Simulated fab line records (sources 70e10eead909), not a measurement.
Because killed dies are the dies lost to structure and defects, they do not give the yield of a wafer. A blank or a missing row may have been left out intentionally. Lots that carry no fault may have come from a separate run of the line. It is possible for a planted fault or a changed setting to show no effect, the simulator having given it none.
A lot that was struck, set against a sound lot ; flow nand harc ; 40 steps out of a route of 1159
Sound: the wafers L923.1, L923.2, L923.5. The struck wafers were L940.1, L940.4, L940.5. The cause comes at the end.
Order at every step that has rows: each side's tool, ch and its chambers, its first start. Under that, the readings that differ: sound wafers ; struck wafers ; difference of the means ; sigmas: that difference in standard deviations of wafers without a fault.
alike: words and numbers the same on both sides, and readings whose means are apart by under 2 such deviations; not compared: readings that were withheld, readings missing a value for some wafer, numbers with overlapping values and no deviation given by the record, and bounds like >300 which may hide the same value.
A row with sigmas, a row that says differs or no value, or rows on one side alone: a step with any of these is where the two part. Numbers that don't overlap but have no deviation are shown without sigmas and don't part them. A reading missing from all wafers of one side parts the sides only when that side holds two or more wafers.

first, 2 steps without rows for these wafers: NHARC_P_M0_PEB_07 (peb time 65 s); NHARC_P_M0_DEVELOP_08 (develop time 35 s).
NHARC_P_M0_CD_MEAS_09: target cd 90 nm.
  sound on cd sem-03 ch 0, day 5 23:07; struck on cd sem-03 ch 0, day 10 06:38
  alike: cd nm
NHARC_P_M0_OVL_MEAS_10: pitch 180 nm.
  sound on overlay-01, day 5 23:12; struck on overlay-01, day 10 06:43
reading;sound;struck;difference;sigmas
overlay x nm (nm);-1.2 -1.5 -1.5;1.7 1.5 1.4;+2.9;+3
  alike: overlay y nm
NHARC_P_M0_INSPECT_11:
  sound on defect inspect-02, day 5 23:14; struck on defect inspect-01, day 10 06:45
  alike: raw defect count
then, 3 steps without rows for these wafers: NHARC_P_M0_DESCUM_14 (chemistry O2, time 3 s); NHARC_P_M0_ETCH_34 (etches the open film in N2/H2, target depth 40 nm, overetch 12 nm, time 43.94 s); NHARC_P_M0_ETCH_15 (etches the open film in C4F8/Ar, target depth 150 nm, overetch 15 nm, time 82.5 s).
NHARC_P_M0_CD_MEAS_16:
  sound on cd sem-02, day 5 23:36; struck on cd sem-01, day 10 07:07
  alike: cd nm
then, 2 steps without rows for these wafers: NHARC_P_M0_STRIP_18 (strips in N2/H2); NHARC_P_M0_STRIP_19 (strips in post etch residue remover, time 600 s).
NHARC_P_M0_DEGAS_28: time 60 s.
  sound on pvd sputter-02, day 6 00:13; struck on pvd sputter-01, day 10 07:48
  alike: heater power w
NHARC_P_M0_PRE_CLEAN_29: time 30 s.
  sound on pvd sputter-02, day 6 00:17; struck on pvd sputter-01, day 10 07:52
  alike: heater power w
then, 5 steps without rows for these wafers: NHARC_P_M0_PVD_20 (deposits TaN, target thk 5 nm, time 8.06 s); NHARC_P_M0_PVD_21 (deposits Cu, target thk 30 nm, time 20.49 s); NHARC_P_M0_ECD_22 (material Cu, target thk 400 nm); NHARC_P_M0_ANNEAL_30 (time 90 s); NHARC_P_M0_CMP_23 (polishes, t overpolish 20 s, target thk 117.53 nm).
NHARC_P_M0_THK_MEAS_24: measures by xrf.
  sound on film metro-01, day 6 01:37; struck on film metro-02, day 10 09:12
  alike: thk nm
next, for these wafers, 1 step has no rows: NHARC_P_M0_SRD_25.
NHARC_P_M0_PRE_CLEAN_31: time 12 s.
  sound on pecvd-04 ch 0,1,2, day 6 01:52; struck on pecvd-04 ch 0,1,2, day 10 09:27
  alike: heater power w
then, 11 steps without rows for these wafers: NHARC_P_M0_DEP_32 (deposits SiCN, target thk 30 nm); NHARC_P_M1_DEP_00 (deposits SiOC, target thk 182.5 nm); NHARC_P_M1_DEHYDRATE_01 (time 120 s); NHARC_P_M1_HMDS_02 (time 30 s); NHARC_P_M1_COAT_34 (time 65 s); NHARC_P_M1_COAT_03 (resist thk 90 nm); NHARC_P_M1_SOFTBAKE_04 (time 55 s); NHARC_P_M1_EBR_05; NHARC_P_M1_EXPOSE_06 (exposes mask P M1, target cd 130 nm); NHARC_P_M1_PEB_07 (peb time 65 s); NHARC_P_M1_DEVELOP_08 (develop time 35 s).
NHARC_P_M1_CD_MEAS_09: target cd 130 nm.
  sound on cd sem-01 ch 0, day 6 03:11; struck on cd sem-03 ch 0, day 10 10:49
  alike: cd nm
NHARC_P_M1_OVL_MEAS_10: pitch 260 nm.
  sound on overlay-01, day 6 03:16; struck on overlay-02, day 10 10:55
  alike: overlay x nm, overlay y nm
then, 1 step without rows for these wafers: NHARC_P_M1_DESCUM_14 (chemistry O2, time 3 s).
NHARC_P_M1_ETCH_35: etches the open film in N2/H2, target depth 40 nm, overetch 12 nm, time 43.94 s.
  sound on rie diel-04 ch 0,1,2, day 6 03:27; struck on rie diel-12 ch 0,1,2, day 10 11:06
  alike: chamber pressure mTorr, drypump motor current A, oes product au, rf vpp V, showerhead plenum p Torr, throttle valve pct
  not compared: rf hours counter h
NHARC_P_M1_ETCH_15: etches the open film in C4F8/Ar, target depth 182.5 nm, time 91.2 s.
  sound: rie diel-04 ch 1,3; struck: rie diel-12 ch 0,1,2
  alike: chamber pressure mTorr, oes product au, rf vpp V
  not compared: rf hours counter h
NHARC_P_M1_CD_MEAS_16:
  sound on cd sem-02, day 6 03:40; struck on cd sem-03, day 10 11:19
  alike: cd nm
NHARC_P_M1_STRIP_18: strips in N2/H2.
  sound on rie diel-06 ch 2,3, day 6 03:44; struck on rie diel-12 ch 0,2, day 10 11:23
  alike: chamber pressure mTorr, drypump motor current A, oes product au, rf vpp V, showerhead plenum p Torr, throttle valve pct
  not compared: rf hours counter h
-- the record jumps here: 13 days lie between the struck wafers' starts before and after (it left off in module P_M1 and takes up again in module END, whose first step shown is number 1159 of the route) --
NHARC_END_SORT_01:
  here the record holds rows for the struck wafers (prober-01 ch 0, day 23 07:19) but none for the sound ones

## WHERE THEY PART
First at NHARC_P_M0_OVL_MEAS_10; last, within this record, at NHARC_END_SORT_01.

WHY: what had been put in by the simulator
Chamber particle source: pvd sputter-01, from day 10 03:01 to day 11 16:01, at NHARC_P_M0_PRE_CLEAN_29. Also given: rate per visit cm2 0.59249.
